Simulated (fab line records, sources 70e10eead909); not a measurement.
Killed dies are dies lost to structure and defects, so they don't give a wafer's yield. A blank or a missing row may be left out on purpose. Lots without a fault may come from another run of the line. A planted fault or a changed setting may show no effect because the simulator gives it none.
Which tool did it? | flow nand_harc | 12 lots, 36 wafers sampled, at 4 steps of a route of 1302

WHAT THE GAUGES READ, wafer by wafer
NHARC_P_M2_INSPECT_27.
lot  | measured     | on                | raw_defect_count
L075 | day 5 21:40  | defect_inspect-02 | 348 229 628
L078 | day 7 05:05  | defect_inspect-02 | 269 310 319
L077 | day 7 22:29  | defect_inspect-02 | 208 268 453
L081 | day 8 16:46  | defect_inspect-01 | 264 303 230
L083 | day 9 14:40  | defect_inspect-01 | 237 434 320
L085 | day 9 23:59  | defect_inspect-01 | 169 149 174
L087 | day 10 22:23 | defect_inspect-02 | 207 271 466
L089 | day 11 14:11 | defect_inspect-02 | 366 517 303
L091 | day 12 22:03 | defect_inspect-01 | 381 413 441
L094 | day 13 18:26 | defect_inspect-01 | 266 233 214
L095 | day 14 12:16 | defect_inspect-02 | 1131 333 386
L097 | day 15 00:22 | defect_inspect-02 | 399 482 513

WHICH TOOL RAN EACH LOT (tool, then ch and the chambers of the sampled wafers, then the start)
lot  | NHARC_P_CONTACT_CMP_01        | NHARC_P_M1_PVD_20                       | NHARC_P_M2_DEGAS_29
L075 | cmp-02 ch 1,2,3, day 5 05:36  | pvd_sputter-01, day 5 20:07 or earlier  | pvd_sputter-03, day 5 20:07
L078 | cmp-01 ch 0,1,2, day 6 13:01  | pvd_sputter-01, day 7 03:25 or earlier  | pvd_sputter-02, day 7 03:25
L077 | cmp-02 ch 0,3, day 7 06:20    | pvd_sputter-02, day 7 20:51 or earlier  | pvd_sputter-03, day 7 20:51
L081 | cmp-01 ch 0,1,2, day 8 00:31  | pvd_sputter-02, day 8 15:05 or earlier  | pvd_sputter-01, day 8 15:05
L083 | cmp-02 ch 2,3, day 8 22:34    | pvd_sputter-01, day 9 13:00 or earlier  | pvd_sputter-03, day 9 13:00
L085 | cmp-01 ch 1,2, day 9 08:02    | pvd_sputter-03, day 9 22:26 or earlier  | pvd_sputter-01, day 9 22:26
L087 | cmp-01 ch 1,2,3, day 10 06:16 | pvd_sputter-03, day 10 20:50 or earlier | pvd_sputter-03, day 10 20:50
L089 | cmp-01 ch 0,1,3, day 10 22:20 | pvd_sputter-03, day 11 12:38 or earlier | pvd_sputter-03, day 11 12:38
L091 | cmp-01 ch 0,1,2, day 12 06:28 | pvd_sputter-01, day 12 20:31 or earlier | pvd_sputter-02, day 12 20:31
L094 | cmp-02 ch 0,2,3, day 13 02:11 | pvd_sputter-03, day 13 16:52 or earlier | pvd_sputter-03, day 13 16:52
L095 | cmp-04 ch 0,2, day 13 19:55   | pvd_sputter-01, day 14 10:42 or earlier | pvd_sputter-03, day 14 10:42
L097 | cmp-04 ch 0,1,2, day 14 07:50 | pvd_sputter-01, day 14 22:49 or earlier | pvd_sputter-02, day 14 22:49
- NHARC_P_CONTACT_CMP_01: polishes SiO2, target thk 200 nm.
- NHARC_P_M1_PVD_20: deposits TaN, target thk 5 nm, time 8.06 s.
- NHARC_P_M2_DEGAS_29: time 60 s.

THE ANSWER, worked out from the rows above alone
Rule: what is usual is taken from the lots themselves. Put in order of their means at a reading, lots are off if they are a third of the lots or fewer, leave a main group of 4 or more, and stand apart from it by a gap of 3 or more times the standard deviation of the main group's means; of several such gaps the widest counts. A main group whose means are all the same, to the digits that the tables above print for the reading, isn't used. A lot without any number at a reading at which 4 lots or more have one is off too. The other lots that the step has rows for count as sound.
No lot is off at any reading shown: from this, nothing can be told.

WHAT THE SIMULATOR HAD PUT IN
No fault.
